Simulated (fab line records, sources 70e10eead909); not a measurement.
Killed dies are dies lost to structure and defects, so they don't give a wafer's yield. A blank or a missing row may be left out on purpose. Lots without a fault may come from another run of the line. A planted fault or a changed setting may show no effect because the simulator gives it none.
A struck lot beside a sound one | flow nand_harc | 14 steps out of a route of 1302
Sound: wafers L766.1, L766.2, L766.6. Struck: wafers L756.1, L756.2, L756.4. The cause comes at the end.
At each step with rows: each side's tool, then ch and its chambers, then its first start. Under that, the readings that differ: sound wafers | struck wafers | difference of the means | sigmas: that difference in standard deviations of wafers without a fault.
alike: readings whose means differ by less than 2 such deviations, and words and numbers that are the same on both sides. not compared: withheld readings, readings that some wafer has no value for, bounds like >300 that may hide the same value, and numbers for which the record gives no deviation and whose values overlap.
The two part at a step that has a row with sigmas, a row that says differs or no value, or rows on one side only. Numbers that don't overlap but have no deviation are shown without sigmas and don't part them. A reading that every wafer of one side lacks parts them only if that side has two wafers or more.

first, 1 step without rows for these wafers: NHARC_A_M1_PRE_CLEAN_30 (time 30 s).
NHARC_A_M1_PVD_20: deposits TaN, target thk 5 nm, time 8.06 s.
  sound on pvd_sputter-02; struck on pvd_sputter-02
  alike: throttle_valve_pct
NHARC_A_M1_PVD_21: deposits Cu, target thk 30 nm, time 20.49 s.
  sound on pvd_sputter-02; struck on pvd_sputter-02
  alike: throttle_valve_pct
then, 2 steps without rows for these wafers: NHARC_A_M1_ECD_22 (material Cu, target thk 400 nm); NHARC_A_M1_ANNEAL_31 (time 90 s).
NHARC_A_M1_CMP_23: polishes, t overpolish 20 s, target thk 154.34 nm.
  sound on cmp-02 ch 0,1,2, day 30 11:21; struck on cmp-03 ch 0,1,2, day 26 04:59
  alike: motor_current_A, time_to_endpoint_s
NHARC_A_M1_THK_MEAS_24: measures by xrf.
  sound on film_metro-02, day 30 11:37; struck on film_metro-02, day 26 05:19
  alike: thk_nm
then, 1 step without rows for these wafers: NHARC_A_M1_SRD_25.
NHARC_A_M1_INSPECT_27:
  sound on defect_inspect-01, day 30 11:46; struck on defect_inspect-01, day 26 05:28
  alike: raw_defect_count
then, 1 step without rows for these wafers: NHARC_A_M1_PRE_CLEAN_32 (time 12 s).
NHARC_A_M1_DEP_33: deposits SiCN, target thk 30 nm.
  sound on pecvd-01 ch 0,1,2, day 30 11:55; struck on pecvd-01 ch 0,1,2, day 26 05:37
  alike: heater_power_w, rf_fwd_power_W, showerhead_vpp_V
NHARC_A_BONDPAD_DEP_00: deposits SiCN, target thk 250 nm.
  sound on pecvd-02 ch 1,2, day 30 12:28; struck on pecvd-04 ch 0,1, day 26 06:10
  reading              | sound             | struck            | difference | sigmas
  rf_fwd_power_W (W)   | 449.8 448.8 448.6 | 267.0 269.5 270.2 | -180.2     | -99 or more
  showerhead_vpp_V (V) | 1241 1362 1221    | 1027 1047 1011    | -246       | -7
  alike: heater_power_w
NHARC_A_BONDPAD_CMP_29: polishes SiCN, target thk 200 nm.
  sound on cmp-02 ch 1,2,3, day 30 12:53; struck on cmp-02 ch 0,2,3, day 26 06:35
  alike: motor_current_A
NHARC_END_SORT_01:
  sound on prober-02 ch 0, day 31 22:50; struck on prober-01 ch 0, day 27 14:10
  reading                  | sound          | struck         | difference | sigmas
  defect_limited_yield (%) | 95.9 95.3 93.9 | 87.1 87.0 91.3 | -6.6       | -2
  killed_at_array          | 26 30 36       | 81 80 51       | +40        | +2
  killed_at_other          | 0 0 0          | 3 2 4          | +3         | +2
  killed_dies              | 28 32 41       | 87 88 59       | +44        | +2
  alike: killed_at_periphery, killed_open, killed_short

WHERE THEY PART
First at NHARC_A_BONDPAD_DEP_00; last, within this record, at NHARC_END_SORT_01.

WHY: what the simulator had put in
Process parameter drift: pecvd-04, from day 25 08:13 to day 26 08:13, at NHARC_A_BONDPAD_DEP_00. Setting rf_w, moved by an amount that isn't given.
